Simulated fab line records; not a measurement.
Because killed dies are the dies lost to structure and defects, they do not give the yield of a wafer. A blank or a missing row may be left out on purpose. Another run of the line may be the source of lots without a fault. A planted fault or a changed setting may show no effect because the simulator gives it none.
fab line records	flow n5Finfet
[record] lots = 14	wafers = 42	lastDay = 14
route steps=1938 shown BEOL_M10@1511 BEOL_M11@1552
lots with no fault: from the same line, run without faults
startH: hours from the record's first day to the start of the lot's first wafer shown	waitH: hours from the lot's prior step to this one	" unchanged from the row above	L1.1+2: one row covering several wafers at once	- either no value or no given start	* or withheld: withheld	< > ~ a bound
route shown NAME@n: NAME is a module with steps in the file, n the number in the route of the first one	usual: mean/standard deviation taken from wafers without a fault	same: alike in all rows	chamber/n: place in a boat	sites: the reading at each site	_std_site: standard deviation across them	_edge_site: the outer-site mean with the inner-site mean subtracted	radiusMm: how far each site lies from the wafer's centre	mask NAME#n: copy n	behind: the tool/chamber that last shaped the wafer	hold: reason for holding the lot/hours on hold/outcome of the hold	device: transistor that didn't switch, given as n, p or np	end of line: the route-end tests of the same wafers	a step given without rows: its recipe and nothing more	killed: at the first sort, the dies lost to defects and structure; wafer yield is something else	map: shows each die of a wafer: x if killed, . if not, _ if none is there
set.NAME: the setting the step ran with; set.NAME@STEP: the setting that earlier step ran with	model.NAME: the simulator's own value behind a step, which no gauge read
a sample of lots followed through the steps of the route, with each step as a table and each wafer as a row
services: when a tool's chamber went out of use (startH, in hours from the record's first day, below 0 if earlier), for how many hours, and the reason
[[steps]]
[step N5_BEOL_M10_STRIP_36]
[recipe] chemistry = N2/H2	powerW = 450	tempC = 40	pressureMtorr = 20	rfFrequencyHz = 6e+07	overashFraction = 0.3	biasPowerW = 7	h2Frac = 0.5	n2FlowSccm = 200	h2FlowSccm = 200
[usual] drypumpMotorCurrentA = 5.6/0.5	oesProductAu = 0.81/0.081	rfVppV = 59.4/1.9	showerheadPlenumPTorr = 2.54/0.063	throttleValvePct = 23.59/0.25
lot.wafer	tool	chamber	startH	waitH	drypumpMotorCurrentA	oesProductAu	rfHoursCounterH	rfVppV	showerheadPlenumPTorr	throttleValvePct
L583.1	rieDiel-06	2	217.07	0.0	6.1	0.84	56	57.6	2.47	23.65
L583.3	"	3	"	"	5.0	0.70	238	60.2	2.51	23.98
L583.6	"	3	"	"	5.0	0.70	-	62.2	2.51	23.95
L585.2	rieDiel-06	3	222.92	0.0	5.0	0.68	242	60.4	2.51	23.94
L585.3	"	0	"	"	5.8	0.70	221	60.5	2.51	23.64
L585.6	"	2	"	"	6.1	0.85	-	63.6	2.47	23.63
L586.3	rieDiel-04	3	237.17	0.0	5.5	0.78	133	62.3	2.54	23.76
L586.4	"	1	"	"	5.5	0.71	220	59.8	2.51	23.94
L586.6	"	0	"	"	6.2	0.81	-	60.0	2.57	23.04
L587.1	rieDiel-04	1	247.44	0.0	5.5	0.70	226	58.5	2.51	23.92
L587.3	"	2	"	"	5.2	0.85	69	61.8	2.56	23.45
L587.5	"	2	"	"	5.2	0.86	-	62.8	2.56	23.45
L588.1	rieDiel-04	2	253.31	0.0	5.1	0.86	71	58.5	2.56	23.41
L588.5	"	2	"	"	5.1	0.84	-	56.9	2.56	23.42
L588.6	"	1	"	"	5.5	0.69	-	57.8	2.51	23.97
L589.1	rieDiel-02	0	256.14	0.0	5.0	0.91	17	60.2	2.70	23.46
L589.4	"	1	"	"	6.7	0.89	43	59.3	2.48	23.59
L589.6	"	3	"	"	5.9	0.85	-	59.5	2.69	23.49
L590.4	rieDiel-06	2	271.21	0.0	6.1	0.81	82	61.7	2.46	23.66
L590.5	"	3	"	"	5.0	1.00	-	60.4	2.51	23.59
L590.6	"	0	"	"	5.8	0.70	-	58.9	2.50	23.63
L591.2	rieDiel-04	0	271.42	0.0	6.2	0.79	92	58.2	2.56	23.07
L591.3	"	2	"	"	5.1	0.82	79	61.1	2.56	23.43
L591.6	"	2	"	"	5.2	0.85	-	61.6	2.56	23.45
L592.1	rieDiel-04	0	277.63	0.0	6.2	0.79	93	58.5	2.56	23.05
L592.2	"	1	"	"	5.5	0.68	237	61.3	2.50	23.98
L592.4	"	3	"	"	5.5	0.76	149	56.6	2.54	23.82
L595.2	rieDiel-02	2	279.56	0.0	4.9	0.77	132	60.6	2.55	23.98
L595.3	"	3	"	"	5.9	0.85	70	55.6	2.68	23.47
L595.5	"	1	"	"	6.7	0.87	-	58.5	2.48	23.61
L593.1	rieDiel-04	2	286.48	0.0	5.1	0.84	83	56.1	2.55	23.42
L593.2	"	0	"	"	6.2	0.81	96	60.1	2.56	23.04
L593.3	"	3	"	"	5.5	0.75	153	59.4	2.54	23.75
L594.2	rieDiel-04	0	286.95	0.0	6.2	0.79	97	54.8	2.56	23.05
L594.3	"	3	"	"	5.5	0.75	153	57.3	2.54	23.76
L594.4	"	0	"	"	6.3	0.77	-	61.0	2.56	23.08
L598.3	rieDiel-04	2	305.26	0.0	5.2	0.82	92	61.8	2.55	23.42
L598.5	"	1	"	"	5.5	0.68	-	60.4	2.50	23.94
L598.6	"	0	"	"	6.2	0.78	-	63.2	2.56	23.05
L597.1	rieDiel-06	3	305.51	0.0	5.0	0.95	17	59.2	2.50	23.59
L597.3	"	2	"	"	6.1	0.79	94	58.5	2.46	23.68
L597.4	"	3	"	"	5.0	0.97	-	58.3	2.50	23.61
[step N5_BEOL_M10_DEGAS_44]
[recipe] ambient = vacuum	tempC = 250	timeS = 60
[usual] heaterPowerW = 340/39
lot.wafer	tool	chamber	startH	waitH	heaterPowerW
L583.1	pvdSputter-01	-	217.91	0.4	340
L583.3	"	-	"	"	313
L583.6	"	-	"	"	337
L585.2	pvdSputter-03	-	223.96	0.5	346
L585.3	"	-	"	"	325
L585.6	"	-	"	"	291
L586.3	pvdSputter-01	-	239.21	0.7	372
L586.4	"	-	"	"	346
L586.6	"	-	"	"	398
L587.1	pvdSputter-03	-	248.52	0.4	335
L587.3	"	-	"	"	352
L587.5	"	-	"	"	344
L588.1	pvdSputter-03	-	254.15	0.4	330
L588.5	"	-	"	"	322
L588.6	"	-	"	"	291
L589.1	pvdSputter-02	-	257.33	0.4	418
L589.4	"	-	"	"	275
L589.6	"	-	"	"	410
L590.4	pvdSputter-03	-	272.07	0.2	301
L590.5	"	-	"	"	328
L590.6	"	-	"	"	351
L591.2	pvdSputter-02	-	272.54	0.6	396
L591.3	"	-	"	"	318
L591.6	"	-	"	"	405
L592.1	pvdSputter-03	-	278.53	0.4	306
L592.2	"	-	"	"	299
L592.4	"	-	"	"	325
L595.2	pvdSputter-03	-	280.35	0.3	349
L595.3	"	-	"	"	298
L595.5	"	-	"	"	294
L593.1	pvdSputter-03	-	287.36	0.4	302
L593.2	"	-	"	"	339
L593.3	"	-	"	"	358
L594.2	pvdSputter-02	-	287.78	0.3	418
L594.3	"	-	"	"	281
L594.4	"	-	"	"	311
L598.3	pvdSputter-01	-	306.03	0.2	393
L598.5	"	-	"	"	307
L598.6	"	-	"	"	345
L597.1	pvdSputter-01	-	306.43	0.5	339
L597.3	"	-	"	"	369
L597.4	"	-	"	"	310
[step N5_BEOL_M11_DESCUM_16]
[recipe] chemistry = O2	timeS = 7.9	sourcePowerW = 50	biasPowerW = 20	pressureMtorr = 20	rfFrequencyHz = 2.712e+07	tempC = 40	resist = CAR-ArF	o2FlowSccm = 225
[usual] drypumpMotorCurrentA = 5.8/0.39	oesProductAu = 0.79/0.069	rfVppV = 243.1/1.1	showerheadPlenumPTorr = 2.09/0.053	throttleValvePct = 20.32/0.16
lot.wafer	tool	chamber	startH	waitH	drypumpMotorCurrentA	oesProductAu	rfHoursCounterH	rfVppV	showerheadPlenumPTorr	throttleValvePct
L583.1	rieDiel-03	1	221.29	0.0	6.1	0.73	165	244.7	2.18	20.42
L583.3	"	0	"	"	6.2	0.78	135	241.5	2.01	20.13
L583.6	"	3	"	"	6.3	0.88	-	245.6	2.14	20.32
L585.2	rieDiel-03	2	227.26	0.0	5.5	0.73	159	243.6	2.09	20.36
L585.3	"	1	"	"	6.1	0.73	166	244.4	2.18	20.41
L585.6	"	3	"	"	6.2	0.88	-	244.0	2.14	20.33
L586.3	rieDiel-01	0	242.79	0.0	5.6	0.75	156	243.0	2.10	20.45
L586.4	"	3	"	"	5.2	0.95	15	244.6	2.13	20.09
L586.6	"	3	"	"	5.1	0.94	-	242.9	2.13	20.08
L587.1	rieDiel-03	0	254.46	0.3	6.2	0.77	144	241.3	2.01	20.17
L587.3	"	3	"	"	6.2	0.87	58	243.5	2.14	20.34
L587.5	"	3	"	"	6.2	0.87	-	243.6	2.14	20.33
L588.1	rieDiel-01	3	259.05	0.6	5.1	0.93	20	244.0	2.13	20.08
L588.5	"	0	"	"	5.6	0.74	-	244.7	2.10	20.45
L588.6	"	3	"	"	5.1	0.94	-	243.8	2.13	20.08
L589.1	rieDiel-01	2	263.73	0.0	5.7	0.82	81	241.6	2.03	20.17
L589.4	"	1	"	"	5.7	0.82	103	244.0	2.12	20.43
L589.6	"	3	"	"	5.2	0.93	-	242.9	2.13	20.09
L590.4	rieDiel-03	3	276.37	0.7	6.2	0.86	-	243.9	2.13	20.36
L590.5	"	0	"	"	6.2	0.76	-	243.2	2.00	20.17
L590.6	"	1	"	"	6.1	0.72	-	244.6	2.18	20.45
L591.2	rieDiel-01	0	279.06	0.7	5.6	0.73	169	243.6	2.09	20.47
L591.3	"	1	"	"	5.7	0.81	106	242.7	2.12	20.44
L591.6	"	2	"	"	5.7	0.81	-	243.0	2.03	20.16
L592.1	rieDiel-01	0	283.01	1.1	5.6	0.74	170	242.7	2.09	20.48
L592.2	"	2	"	"	5.7	0.81	90	243.0	2.03	20.18
L592.4	"	1	"	"	5.7	0.81	108	242.6	2.12	20.45
L595.2	rieDiel-03	1	285.02	0.7	6.2	0.71	190	244.3	2.17	20.45
L595.3	"	0	"	"	6.2	0.75	161	242.5	2.00	20.17
L595.5	"	2	"	"	5.5	0.72	-	242.6	2.08	20.39
L593.1	rieDiel-03	1	291.22	0.0	6.1	0.71	193	244.8	2.17	20.47
L593.2	"	2	"	"	5.5	0.72	170	242.9	2.08	20.38
L593.3	"	0	"	"	6.2	0.74	163	243.7	2.00	20.18
L594.2	rieDiel-03	3	292.16	0.0	6.2	0.84	76	242.9	2.13	20.36
L594.3	"	0	"	"	6.2	0.75	164	242.4	2.00	20.19
L594.4	"	1	"	"	6.2	0.71	193	246.2	2.17	20.46
L598.3	rieDiel-01	3	312.40	0.0	5.2	0.89	42	243.2	2.12	20.12
L598.5	"	3	"	"	5.1	0.90	-	242.2	2.12	20.13
L598.6	"	2	"	"	5.7	0.80	-	242.5	2.03	20.19
L597.1	rieDiel-03	0	312.56	0.0	6.2	0.74	171	242.2	2.00	20.20
L597.3	"	2	"	"	5.5	0.71	179	243.1	2.08	20.38
L597.4	"	3	"	"	6.2	0.84	84	243.7	2.13	20.40
[step N5_BEOL_M11_ETCH_61]
[recipe] chemistry = CF4	target = SiARC	targetDepthA = 390	maskMaterial = CAR-ArF	timeS = 65	ionEnergyEv = 80	pressureMtorr = 40	sourceW = 545	biasW = 36	Ar_flow_sccm = 100	cf4FlowSccm = 100	ends = cleared
[usual] biasW = 35.98/0.11	cf4FlowSccm = 100.03/0.29	drypumpMotorCurrentA = 5.8/0.39	etchRfOnTimeS = 64.9/1.1	mfcArSccm = 99.97/0.29	oesProductAu = 0.68/0.061	rfVppV = 184.0/1.1	showerheadPlenumPTorr = 2.14/0.049	throttleValvePct = 15.51/0.15
lot.wafer	tool	chamber	startH	waitH	biasW	cf4FlowSccm	drypumpMotorCurrentA	etchRfOnTimeS	mfcArSccm	oesProductAu	rfHoursCounterH	rfVppV	showerheadPlenumPTorr	throttleValvePct
L583.1	rieDiel-03	1	221.32	0.0	35.99	99.86	6.1	66.3	99.56	0.63	165	184.9	2.23	15.61
L583.3	"	0	"	"	36.06	99.72	6.2	65.5	99.75	0.66	135	183.0	2.07	15.40
L583.6	"	3	"	"	35.79	100.01	6.2	64.6	99.76	0.75	-	185.6	2.17	15.40
L585.2	rieDiel-03	2	227.29	0.0	35.98	99.57	5.4	63.9	100.10	0.63	159	184.0	2.14	15.60
L585.3	"	1	"	"	35.97	100.23	6.1	66.9	99.88	0.62	166	185.7	2.23	15.63
L585.6	"	3	"	"	36.03	100.30	6.2	64.7	100.00	0.75	-	184.0	2.17	15.39
L586.3	rieDiel-01	0	242.82	0.0	35.95	100.30	5.6	64.6	99.96	0.64	156	183.8	2.14	15.62
L586.4	"	3	"	"	35.94	99.70	5.1	62.5	99.90	0.82	15	184.5	2.18	15.26
L586.6	"	3	"	"	35.95	100.05	5.1	63.1	100.20	0.82	-	185.2	2.19	15.28
L587.1	rieDiel-03	0	254.50	0.0	35.86	99.87	6.2	65.8	100.42	0.66	144	182.2	2.06	15.42
L587.3	"	3	"	"	36.01	100.16	6.2	65.3	100.11	0.73	58	183.1	2.17	15.41
L587.5	"	3	"	"	35.96	99.91	6.2	65.9	99.96	0.73	-	185.0	2.17	15.41
L588.1	rieDiel-01	3	259.08	0.0	35.85	100.19	5.2	63.5	99.77	0.81	20	185.8	2.18	15.27
L588.5	"	0	"	"	35.97	99.78	5.6	64.2	100.00	0.64	-	183.4	2.14	15.62
L588.6	"	3	"	"	35.90	100.23	5.2	63.2	99.80	0.82	-	183.3	2.18	15.27
L589.1	rieDiel-01	2	263.76	0.0	35.91	100.59	5.7	63.3	100.37	0.70	81	182.4	2.08	15.35
L589.4	"	1	"	"	36.07	100.02	5.7	64.7	100.31	0.70	103	184.5	2.16	15.56
L589.6	"	3	"	"	36.11	100.02	5.2	63.5	99.85	0.81	-	184.9	2.18	15.28
L590.4	rieDiel-03	3	276.41	0.0	36.08	100.42	6.2	64.9	99.81	0.73	-	185.6	2.16	15.44
L590.5	"	0	"	"	36.16	100.16	6.2	65.9	99.94	0.65	-	183.3	2.06	15.45
L590.6	"	1	"	"	35.92	100.03	6.1	66.5	99.65	0.61	-	185.1	2.22	15.64
L591.2	rieDiel-01	0	279.10	0.0	36.15	99.98	5.6	63.9	100.17	0.64	169	184.3	2.14	15.64
L591.3	"	1	"	"	35.88	99.70	5.7	65.2	99.71	0.69	106	182.7	2.16	15.57
L591.6	"	2	"	"	36.28	99.82	5.7	64.6	100.49	0.69	-	183.1	2.08	15.37
L592.1	rieDiel-01	0	283.04	0.0	36.05	100.16	5.6	63.7	99.52	0.64	170	183.8	2.13	15.65
L592.2	"	2	"	"	35.80	100.40	5.7	64.5	99.75	0.69	90	182.7	2.08	15.38
L592.4	"	1	"	"	36.11	100.05	5.7	65.1	100.29	0.68	108	183.6	2.16	15.58
L595.2	rieDiel-03	1	285.05	0.0	35.81	100.02	6.2	66.0	100.26	0.61	190	185.5	2.22	15.64
L595.3	"	0	"	"	35.92	100.20	6.2	65.7	100.13	0.65	161	183.6	2.06	15.45
L595.5	"	2	"	"	35.95	99.99	5.4	63.5	100.20	0.62	-	182.9	2.14	15.61
L593.1	rieDiel-03	1	291.26	0.0	35.83	99.62	6.2	66.2	99.95	0.60	193	184.9	2.22	15.67
L593.2	"	2	"	"	35.96	100.26	5.5	64.1	99.88	0.62	170	183.6	2.14	15.62
L593.3	"	0	"	"	35.87	100.46	6.2	65.6	100.08	0.64	163	182.6	2.06	15.45
L594.2	rieDiel-03	3	292.19	0.0	36.05	99.71	6.2	65.6	99.02	0.71	76	184.1	2.16	15.45
L594.3	"	0	"	"	35.92	100.33	6.2	65.8	99.61	0.64	164	182.2	2.06	15.46
L594.4	"	1	"	"	36.11	99.89	6.2	67.3	100.55	0.60	193	186.0	2.22	15.67
L598.3	rieDiel-01	3	312.43	0.0	-	-	-	-	-	-	-	-	-	-
L598.5	"	3	"	"	-	-	-	-	-	-	-	-	-	-
L598.6	"	2	"	"	-	-	-	-	-	-	-	-	-	-
L597.1	rieDiel-03	0	312.59	0.0	-	-	-	-	-	-	-	-	-	-
L597.3	"	2	"	"	-	-	-	-	-	-	-	-	-	-
L597.4	"	3	"	"	-	-	-	-	-	-	-	-	-	-
[step N5_BEOL_M11_ETCH_62]
[recipe] chemistry = N2/H2	target = SOC	targetDepthA = 1100	overetchA = 220	maskMaterial = SiARC	tempC = 40	timeS = 165	ionEnergyEv = 200	pressureMtorr = 30	sourceW = 840	biasW = 150	n2FlowSccm = 200	h2FlowSccm = 200
[usual] biasW = 150.1/0.47	chamberPressureMTorr = 30.00/0.03	drypumpMotorCurrentA = 5.8/0.39	oesProductAu = 0.67/0.055	rfVppV = 523.9/2	showerheadPlenumPTorr = 2.54/0.066	throttleValvePct = 17.72/0.19
lot.wafer	tool	chamber	startH	waitH	biasW	chamberPressureMTorr	drypumpMotorCurrentA	oesProductAu	rfHoursCounterH	rfVppV	showerheadPlenumPTorr	throttleValvePct
L583.1	rieDiel-03	1	221.37	0.0	149.6	30.01	6.1	0.63	165	526.6	2.65	17.87
L583.3	"	0	"	"	150.3	30.00	6.1	0.66	135	519.7	2.45	17.53
L583.6	"	3	"	"	150.4	29.99	6.3	0.74	-	525.1	2.59	17.62
L585.2	rieDiel-03	2	227.34	0.0	149.8	30.03	5.5	0.62	159	523.0	2.54	17.90
L585.3	"	1	"	"	150.4	30.03	6.1	0.63	166	526.7	2.65	17.89
L585.6	"	3	"	"	149.6	30.00	6.3	0.74	-	525.8	2.59	17.66
L586.3	rieDiel-01	0	242.87	0.0	150.3	29.97	5.6	0.64	156	524.9	2.55	17.90
L586.4	"	3	"	"	150.4	30.04	5.1	0.80	15	525.1	2.60	17.52
L586.6	"	3	"	"	150.2	29.96	5.2	0.80	-	525.4	2.60	17.52
L587.1	rieDiel-03	0	254.55	0.0	150.3	30.02	6.2	0.65	144	520.8	2.44	17.53
L587.3	"	3	"	"	149.1	30.03	6.2	0.74	58	524.8	2.59	17.66
L587.5	"	3	"	"	149.9	30.02	6.2	0.73	-	525.7	2.59	17.66
L588.1	rieDiel-01	3	259.13	0.0	149.4	29.97	5.2	0.79	20	525.4	2.60	17.53
L588.5	"	0	"	"	150.4	30.02	5.6	0.64	-	524.8	2.55	17.89
L588.6	"	3	"	"	149.8	29.96	5.1	0.80	-	525.4	2.60	17.51
L589.1	rieDiel-01	2	263.81	0.0	149.8	29.97	5.7	0.69	81	521.8	2.46	17.44
L589.4	"	1	"	"	149.7	30.04	5.8	0.69	103	524.4	2.56	17.75
L589.6	"	3	"	"	150.6	30.00	5.1	0.78	-	525.1	2.60	17.53
L590.4	rieDiel-03	3	276.50	0.1	150.7	30.00	6.3	0.72	-	524.7	2.58	17.68
L590.5	"	0	"	"	150.6	29.99	6.2	0.65	-	520.5	2.44	17.55
L590.6	"	1	"	"	150.1	30.06	6.2	0.62	-	526.5	2.64	17.93
L591.2	rieDiel-01	0	279.15	0.0	150.5	29.93	5.6	0.63	169	523.2	2.54	17.91
L591.3	"	1	"	"	150.4	30.01	5.8	0.69	106	524.5	2.56	17.76
L591.6	"	2	"	"	150.1	29.98	5.7	0.69	-	522.6	2.46	17.46
L592.1	rieDiel-01	0	283.09	0.0	150.1	30.00	5.6	0.63	170	524.8	2.54	17.91
L592.2	"	2	"	"	150.7	29.91	5.7	0.68	90	520.8	2.46	17.45
L592.4	"	1	"	"	149.9	30.04	5.7	0.68	108	523.7	2.56	17.77
L595.2	rieDiel-03	1	285.10	0.0	150.0	30.01	6.2	0.61	190	525.4	2.64	17.94
L595.3	"	0	"	"	149.8	30.00	6.2	0.65	161	518.9	2.44	17.57
L595.5	"	2	"	"	149.7	29.92	5.4	0.61	-	521.2	2.54	17.90
L593.1	rieDiel-03	1	291.31	0.0	150.0	30.06	6.1	0.61	193	526.2	2.64	17.94
L593.2	"	2	"	"	150.5	29.99	5.4	0.62	170	522.7	2.54	17.91
L593.3	"	0	"	"	149.3	29.95	6.2	0.65	163	521.1	2.43	17.58
L594.2	rieDiel-03	3	292.24	0.0	150.1	30.00	6.3	0.71	76	524.1	2.58	17.67
L594.3	"	0	"	"	150.1	30.00	6.2	0.64	164	521.8	2.43	17.58
L594.4	"	1	"	"	150.2	29.99	6.1	0.61	193	526.9	2.64	17.92
L598.3	rieDiel-01	3	312.48	0.0	149.9	29.98	5.1	0.33	42	525.4	2.59	17.51
L598.5	"	3	"	"	149.8	30.00	5.2	0.33	-	526.1	2.59	17.51
L598.6	"	2	"	"	150.0	30.03	5.7	0.29	-	521.9	2.45	17.43
L597.1	rieDiel-03	0	312.64	0.0	150.8	29.96	6.2	0.28	171	522.0	2.43	17.55
L597.3	"	2	"	"	150.3	29.96	5.4	0.27	179	524.8	2.53	17.88
L597.4	"	3	"	"	149.7	30.04	6.2	0.31	84	525.3	2.58	17.64
[step N5_BEOL_M11_HM_OPEN_17]
[recipe] chemistry = Cl2/BCl3	targetDepthA = 200	overetchA = 60	target = TiN	maskMaterial = SOC	ionEnergyEv = 150	pressureMtorr = 10	icpW = 1000	biasW = 126	Cl2_flow_sccm = 53.25	bcl3FlowSccm = 21.75	Ar_flow_sccm = 25
[usual] biasW = 125.9/0.38	drypumpMotorCurrentA = 5.99/0.22	mfcArSccm = 25.00/0.079	oesProductAu = 0.68/0.094	throttleValvePct = 22.22/0.12
lot.wafer	tool	chamber	startH	waitH	biasW	drypumpMotorCurrentA	mfcArSccm	oesProductAu	rfHoursCounterH	throttleValvePct
L583.1	rieMetal-02	1	221.56	0.0	125.3	5.82	25.07	0.62	60	22.21
L583.3	"	1	"	"	125.3	5.83	24.96	0.62	-	22.19
L583.6	"	1	"	"	125.6	5.82	25.05	0.63	-	22.20
L585.2	rieMetal-03	1	227.56	0.1	125.5	6.11	25.09	0.70	-	22.04
L585.3	"	1	"	"	125.7	6.15	24.90	0.71	-	22.01
L585.6	"	1	"	"	126.5	6.13	25.09	0.70	-	22.00
L586.3	rieMetal-01	1	243.09	0.1	125.9	5.70	25.07	0.53	-	22.15
L586.4	"	0	"	"	125.9	6.42	25.01	0.66	-	22.21
L586.6	"	0	"	"	126.1	6.42	25.10	0.65	-	22.23
L587.1	rieMetal-01	0	254.73	0.0	126.0	6.40	25.05	0.64	45	22.22
L587.3	"	1	"	"	126.3	5.71	25.01	0.54	-	22.18
L587.5	"	1	"	"	126.6	5.74	24.96	0.54	-	22.17
L588.1	rieMetal-02	1	259.32	0.0	125.7	5.82	24.85	0.61	63	22.20
L588.5	"	0	"	"	125.7	6.09	24.91	0.82	-	22.35
L588.6	"	1	"	"	125.9	5.83	24.89	0.62	-	22.20
L589.1	rieMetal-02	1	264.00	0.0	126.6	5.83	24.85	0.61	63	22.23
L589.4	"	1	"	"	126.0	5.84	24.91	0.61	-	22.21
L589.6	"	1	"	"	126.0	5.84	24.86	0.62	-	22.21
L590.4	rieMetal-02	0	276.65	0.1	125.6	6.10	25.04	0.81	-	22.33
L590.5	"	1	"	"	125.9	5.81	25.15	0.61	-	22.20
L590.6	"	0	"	"	126.5	6.13	25.06	0.81	-	22.35
L591.2	rieMetal-03	0	279.33	0.0	125.4	5.79	25.10	0.82	4	22.34
L591.3	"	1	"	"	126.3	6.16	24.93	0.69	-	22.02
L591.6	"	1	"	"	126.1	6.15	25.02	0.70	-	22.02
L592.1	rieMetal-02	1	283.28	0.0	125.6	5.82	24.94	0.60	64	22.21
L592.2	"	0	"	"	125.4	6.09	25.03	0.81	3	22.36
L592.4	"	1	"	"	126.0	5.83	25.01	0.61	-	22.22
L595.2	rieMetal-03	1	285.30	0.0	125.5	6.14	25.04	0.69	33	22.01
L595.3	"	1	"	"	125.6	6.14	25.05	0.68	-	22.04
L595.5	"	0	"	"	126.2	5.79	25.00	0.81	-	22.35
L593.1	rieMetal-03	1	291.49	0.0	125.2	6.15	24.93	0.69	34	22.05
L593.2	"	0	"	"	125.7	5.78	25.09	0.80	5	22.38
L593.3	"	1	"	"	125.5	6.15	24.95	0.68	-	22.03
L594.2	rieMetal-03	0	292.43	0.0	126.2	5.77	24.91	0.81	5	22.37
L594.3	"	0	"	"	126.3	5.79	25.03	0.81	-	22.34
L594.4	"	1	"	"	125.8	6.09	24.94	0.68	-	22.04
L598.3	rieMetal-03	1	312.70	0.1	126.1	6.10	25.03	0.30	-	22.69
L598.5	"	0	"	"	125.9	5.79	25.06	0.35	-	23.03
L598.6	"	1	"	"	125.5	6.09	24.88	0.30	-	22.70
L597.1	rieMetal-03	1	312.83	0.0	126.5	6.16	24.99	0.30	35	22.68
L597.3	"	0	"	"	126.1	5.80	24.93	0.34	-	23.03
L597.4	"	1	"	"	125.8	6.12	25.09	0.29	-	22.70
[step N5_BEOL_M11_CD_MEAS_18]
[recipe] pitchNm = 140	targetCdNm = 70
[usual] cdNm = 70.0/0.48
lot.wafer	tool	chamber	startH	waitH	cdNm
L583.1	cdSem-01	-	221.83	0.0	70.6
L583.3	"	-	"	"	70.1
L583.6	"	-	"	"	70.2
L585.2	cdSem-02	-	227.81	0.1	69.2
L585.3	"	-	"	"	68.6
L585.6	"	-	"	"	69.2
L586.3	cdSem-01	-	243.24	0.1	69.7
L586.4	"	-	"	"	70.1
L586.6	"	-	"	"	69.8
L587.1	cdSem-01	-	255.01	0.0	70.3
L587.3	"	-	"	"	69.9
L587.5	"	-	"	"	69.4
L588.1	cdSem-01	-	259.50	0.0	71.0
L588.5	"	-	"	"	70.3
L588.6	"	-	"	"	70.7
L589.1	cdSem-01	-	264.18	0.0	71.3
L589.4	"	-	"	"	70.6
L589.6	"	-	"	"	70.1
L590.4	cdSem-02	-	276.82	0.0	70.1
L590.5	"	-	"	"	69.9
L590.6	"	-	"	"	69.6
L591.2	cdSem-01	-	279.62	0.1	69.9
L591.3	"	-	"	"	70.2
L591.6	"	-	"	"	69.9
L592.1	cdSem-01	-	284.01	0.0	70.8
L592.2	"	-	"	"	70.8
L592.4	"	-	"	"	69.9
L595.2	cdSem-01	-	285.58	0.1	69.8
L595.3	"	-	"	"	69.3
L595.5	"	-	"	"	69.6
L593.1	cdSem-03	-	291.70	0.0	69.4
L593.2	"	-	"	"	69.2
L593.3	"	-	"	"	70.3
L594.2	cdSem-01	-	293.03	0.1	69.3
L594.3	"	-	"	"	69.5
L594.4	"	-	"	"	69.8
L598.3	cdSem-02	-	312.86	0.1	-
L598.5	"	-	"	"	-
L598.6	"	-	"	"	-
L597.1	cdSem-01	-	313.02	0.0	-
L597.3	"	-	"	"	-
L597.4	"	-	"	"	-
[[services]]
tool	chamber	startH	hours	kind
rieDiel-02	3	196.56	2.4	repair
rieMetal-03	0	201.58	16.2	repair
rieDiel-02	-	217.41	0.9	repair
rieMetal-03	0	217.91	-	clean
rieMetal-03	0	217.91	17.4	scheduledDown
rieMetal-03	0	217.91	17.4	ventCycle
rieMetal-02	0	218.93	-	clean
rieMetal-02	0	218.93	18.7	scheduledDown
rieMetal-02	0	218.93	18.7	ventCycle
rieDiel-02	-	221.67	28.1	pm
rieDiel-01	-	232.90	2.8	pm
rieDiel-06	3	240.20	-	clean
rieDiel-06	3	240.20	-	consumableReplace:focusRing
rieDiel-06	3	240.20	19.6	scheduledDown
rieDiel-06	3	240.20	19.6	ventCycle
rieDiel-03	2	248.66	32.5	repair
rieDiel-03	3	261.12	1.6	repair
rieDiel-04	1	283.96	9.8	repair
rieMetal-02	-	290.93	2.8	pm
rieDiel-06	0	291.93	-	clean
rieDiel-06	0	291.93	-	consumableReplace:focusRing
rieDiel-06	0	291.93	14.4	scheduledDown
rieDiel-06	0	291.93	14.4	ventCycle
rieDiel-04	2	306.92	9.3	repair
[[key]]
[firstSign] step = N5_BEOL_M11_ETCH_61	reading = toolRecord	direction = missing
[effect] step = N5_BEOL_M11_ETCH_62	reading = oesProductAu	direction = down	sigmas = 6.6	usual = 0.67	struck = 0.30
[effect] step = N5_BEOL_M11_HM_OPEN_17	reading = oesProductAu	direction = down	sigmas = 3.9	usual = 0.68	struck = 0.31
[effect] step = N5_BEOL_M11_CD_MEAS_18	reading = cdNm	direction = missing
metAt N5_BEOL_M11_ETCH_61
struckLots L597,L598
laterRowsLeftOut L597.1,L597.3,L597.4,L598.3,L598.5,L598.6
sortLeftOut L597.1,L597.3,L597.4,L598.3,L598.5,L598.6
notActingAt N5_BEOL_M10_STRIP_36,N5_BEOL_M10_DEGAS_44,N5_BEOL_M11_DESCUM_16
onsetBetween 292.19 312.43
[fault] kind = skippedStepWhole	tool = rieDiel-01,rieDiel-03	chamber = -	onsetH = 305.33	steps = N5_BEOL_M11_ETCH_61	scope = struckLotsOnly
// sortLeftOut: the simulated sort isn't trusted on such a fault, so these wafers' sort isn't shown, and their yield isn't known
// laterRowsLeftOut: the simulator's readings of these wafers behind a module that went badly wrong aren't trusted and aren't shown, but for the sort
